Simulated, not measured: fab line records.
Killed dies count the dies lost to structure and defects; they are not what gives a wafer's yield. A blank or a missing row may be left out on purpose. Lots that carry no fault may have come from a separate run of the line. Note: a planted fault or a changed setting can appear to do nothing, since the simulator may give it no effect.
What tool caused it? ; flow n5-finfet ; 24 lots, 72 wafers sampled, at 4 steps of a route of 1938

WHAT THE GAUGES READ, wafer by wafer
N5_PMOS_HMC_CHANNEL_EPI_OVL_MEAS_10.
lot;measured;on;PMOS_HMC_BLK_OVL (nm)
L074;day 1 17:36;overlay-02;0.5 0.7 0.7
L075;day 2 05:32;overlay-01;-0.1 -0.4 -1.0
L076;day 2 08:42;overlay-02;0.3 0.7 0.1
L077;day 2 11:39;overlay-01;-0.4 -0.8 -0.5
L078;day 2 18:46;overlay-02;0.9 1.1 0.3
L079;day 2 23:36;overlay-01;0.4 0.6 0.4
L080;day 3 05:40;overlay-02;0.1 0.5 0.1
L081;day 3 11:23;overlay-02;-0.5 1.2 0.5
L082;day 3 17:20;overlay-01;-0.9 -0.3 -0.7
L083;day 3 23:37;overlay-02;1.0 0.5 0.3
L084;day 4 06:08;overlay-02;0.6 0.2 0.8
L085;day 4 11:46;overlay-01;0.9 0.4 0.0
L086;day 4 18:04;overlay-02;-0.2 -0.5 0.5
L087;day 4 23:32;overlay-01;0.2 -0.6 0.1
L088;day 5 07:14;overlay-02;1.1 0.4 0.2
L089;day 5 12:04;overlay-01;-0.3 -0.2 -0.9
L090;day 5 17:18;overlay-01;-1.3 -0.1 0.7
L091;day 5 23:01;overlay-01;0.7 0.5 1.3
L092;day 6 05:12;overlay-01;-0.9 -0.3 -0.7
L093;day 6 11:01;overlay-01;-0.1 1.3 1.0
L094;day 6 17:29;overlay-02;1.1 -0.5 0.4
L095;day 6 23:52;overlay-01;0.5 0.9 0.1
L096;day 7 06:20;overlay-01;0.5 1.3 1.1
L097;day 7 11:20;overlay-01;1.0 0.9 0.8

N5_PMOS_HMC_CHANNEL_EPI_INSPECT_30: inspects for defects (darkfield).
lot;measured;on;raw-defect-count
L074;day 1 20:35;defect-inspect-02;28 13 35
L075;day 2 08:26;defect-inspect-01;15 13 11
L076;day 2 11:50;defect-inspect-02;25 28 16
L077;day 2 14:33;defect-inspect-02;9 11 12
L078;day 2 21:46;defect-inspect-01;17 19 26
L079;day 3 02:25;defect-inspect-02;21 27 14
L080;day 3 08:34;defect-inspect-02;28 13 15
L081;day 3 14:14;defect-inspect-01;23 12 39
L082;day 3 20:11;defect-inspect-02;13 20 20
L083;day 4 02:25;defect-inspect-01;18 23 17
L084;day 4 10:20;defect-inspect-02;22 20 18
L085;day 4 16:29;defect-inspect-02;16 17 27
L086;day 4 21:13;defect-inspect-02;21 21 22
L087;day 5 02:55;defect-inspect-01;22 16 19
L088;day 5 10:08;defect-inspect-02;21 31 24
L089;day 5 15:16;defect-inspect-02;17 27 24
L090;day 5 21:10;defect-inspect-02;23 25 21
L091;day 6 02:45;defect-inspect-02;18 21 41
L092;day 6 08:25;defect-inspect-02;23 18 36
L093;day 6 13:55;defect-inspect-01;11 15 18
L094;day 6 20:18;defect-inspect-01;23 12 11
L095;day 7 04:09;defect-inspect-01;12 18 18
L096;day 7 10:04;defect-inspect-02;14 25 18
L097;day 7 15:27;defect-inspect-01;19 18 18

N5_FIN_SAQP_CD_MEAS_27 targets a cd of 20 nm.
lot;measured;on;cd-nm (nm)
L074;day 2 01:31;cd-sem-03;19.96 20.12 21.10
L075;day 2 13:08;cd-sem-02;20.50 20.03 20.28
L076;day 2 15:31;cd-sem-03;20.00 20.27 20.03
L077;day 2 19:15;cd-sem-01;20.30 20.41 20.23
L078;day 3 01:09;cd-sem-03;20.55 20.71 20.30
L079;day 3 06:34;cd-sem-03;20.09 20.28 20.26
L080;day 3 11:52;cd-sem-03;20.62 20.37 20.25
L081;day 3 17:46;cd-sem-01;19.96 20.66 20.14
L082;day 3 23:53;cd-sem-02;20.22 20.13 20.46
L083;day 4 05:43;cd-sem-02;20.25 20.31 19.85
L084;day 4 14:21;cd-sem-02;20.61 20.41 20.51
L085;day 4 22:40;cd-sem-02;20.49 20.22 20.35
L086;day 5 01:58;cd-sem-01;19.74 20.27 20.29
L087;day 5 07:11;cd-sem-01;20.44 20.23 20.01
L088;day 5 13:52;cd-sem-01;20.13 20.34 20.35
L089;day 5 18:52;cd-sem-02;20.16 20.22 20.93
L090;day 6 01:04;cd-sem-03;20.30 20.30 20.53
L091;day 6 06:41;cd-sem-02;20.59 20.29 20.36
L092;day 6 11:43;cd-sem-01;20.93 20.42 20.20
L093;day 6 17:56;cd-sem-01;20.07 20.71 20.76
L094;day 7 01:47;cd-sem-01;20.27 20.07 20.20
L095;day 7 08:26;cd-sem-03;19.86 20.08 20.68
L096;day 7 13:26;cd-sem-03;19.86 20.04 19.99
L097;day 7 18:55;cd-sem-03;20.04 20.62 20.14

WHICH TOOL RAN EACH LOT (tool, then ch and the chambers of the sampled wafers, then the start)
lot;N5_FIN_SAQP_HM_OPEN_73
L074;rie-diel-01 ch 0,3, day 1 23:38
L075;rie-diel-06 ch 1,2, day 2 10:54
L076;rie-diel-06 ch 2,3, day 2 13:38
L077;rie-diel-01 ch 0,1,2, day 2 17:11
L078;rie-diel-01 ch 0,1, day 2 23:19
L079;rie-diel-03 ch 0,1,2, day 3 04:07
L080;rie-diel-03 ch 1,2, day 3 10:04
L081;rie-diel-03 ch 0,2, day 3 15:57
L082;rie-diel-01 ch 1,3, day 3 22:00
L083;rie-diel-01 ch 0,1,3, day 4 03:55
L084;rie-diel-01 ch 0,1, day 4 12:19
L085;rie-diel-01 ch 0,1,3, day 4 19:45
L086;rie-diel-06 ch 0,1,2, day 5 00:04
L087;rie-diel-01 ch 1,3, day 5 04:40
L088;rie-diel-01 ch 1,3, day 5 11:53
L089;rie-diel-06 ch 1,2, day 5 17:03
L090;rie-diel-06 ch 2,3, day 5 22:47
L091;rie-diel-01 ch 0,2,3, day 6 04:49
L092;rie-diel-03 ch 0,1,2, day 6 09:55
L093;rie-diel-06 ch 0,2, day 6 15:53
L094;rie-diel-06 ch 0,2,3, day 6 23:57
L095;rie-diel-03 ch 0,1,3, day 7 06:34
L096;rie-diel-01 ch 0,2,3, day 7 11:37
L097;rie-diel-03 ch 1,2,3, day 7 17:06
- N5_FIN_SAQP_HM_OPEN_73: chemistry CHF3/O2, target SiO2, stops on a-Si, target depth 12 nm, time 16.8 s.

WHAT THE TOOLS THEMSELVES READ (means of the sampled wafers that have a number; where no wafer has one, the mark that the record gives instead)
N5_FIN_SAQP_HM_OPEN_73.
lot;tool;CHF3_flow_sccm (sccm);chamber-pressure-mTorr (mTorr);drypump-motor-current-A (A);oes_f_703_au (a.u.);oes-product-au (a.u.);rf-fwd-power-W (W);rf-vpp-V (V);showerhead-plenum-p-Torr (Torr);throttle-valve-pct (%)
L074;rie-diel-01;49.95;29.96;6.4;0.79;0.49;645.2;533;2.48;18.88
L075;rie-diel-06;50.13;30.01;5.8;0.76;0.47;644.3;516;2.43;18.78
L076;rie-diel-06;50.04;29.96;5.4;0.74;0.45;647.3;514;2.43;18.85
L077;rie-diel-01;49.92;29.99;6.2;0.73;0.45;646.7;527;2.45;18.98
L078;rie-diel-01;50.21;29.99;6.3;0.77;0.48;645.0;528;2.46;18.80
L079;rie-diel-03;50.00;29.98;5.7;0.81;0.47;643.8;514;2.43;18.87
L080;rie-diel-03;50.00;30.01;5.5;0.82;0.49;643.0;523;2.44;18.80
L081;rie-diel-03;49.92;29.99;5.9;0.79;0.45;643.5;505;2.43;18.94
L082;rie-diel-01;50.12;29.99;6.1;0.75;0.44;644.8;533;2.38;19.03
L083;rie-diel-01;50.02;30.01;6.2;0.76;0.46;645.9;531;2.41;18.93
L084;rie-diel-01;50.00;29.98;6.1;0.73;0.46;643.7;527;2.39;18.83
L085;rie-diel-01;49.88;29.99;6.2;0.75;0.46;645.9;531;2.41;18.94
L086;rie-diel-06;49.98;30.01;5.9;0.75;0.46;644.2;514;2.47;18.89
L087;rie-diel-01;49.96;30.02;6.0;0.73;0.45;645.6;530;2.35;18.94
L088;rie-diel-01;50.06;30.02;6.0;0.72;0.44;645.6;529;2.35;18.94
L089;rie-diel-06;50.09;30.01;5.7;0.73;0.45;643.1;517;2.42;18.82
L090;rie-diel-06;50.03;29.99;5.3;0.81;0.51;646.0;518;2.46;18.82
L091;rie-diel-01;50.01;30.00;6.3;0.81;0.49;649.0;530;2.46;18.98
L092;rie-diel-03;50.05;30.00;5.7;0.78;0.46;645.6;515;2.42;18.90
L093;rie-diel-06;49.89;30.00;5.6;0.78;0.47;646.8;502;2.49;18.80
L094;rie-diel-06;50.00;30.03;5.5;0.80;0.48;645.0;511;2.47;18.83
L095;rie-diel-03;50.19;30.02;6.0;0.81;0.48;642.6;510;2.40;18.86
L096;rie-diel-01;49.98;30.01;6.3;0.80;0.48;646.0;530;2.45;18.99
L097;rie-diel-03;49.93;30.01;5.7;0.78;0.47;644.2;524;2.39;18.65

THE ANSWER, worked out from the rows above alone
Rule: the usual values come from the lots themselves. Put in order of their means at a reading, lots are off if they are a third of the lots or fewer, leave a main group of 4 or more, and stand apart from it by a gap of 3 or more times the standard deviation of the main group's means; of several such gaps the widest counts. The tables above print the reading to a certain number of digits; a main group whose means all agree to those digits is not used. Also off: a lot with no number at a reading for which 4 or more lots have one. The other lots that the step has rows for count as sound. After the gauges, taken in route order, come the tools' own readings; for these a lot's mean is taken, as printed above. At the first step where some lot is off, the reading lying furthest off is the one used; lots without a number count as furthest.
Nothing can be told from this: no lot is off at any reading shown.

WHAT WAS PUT IN BY THE SIMULATOR
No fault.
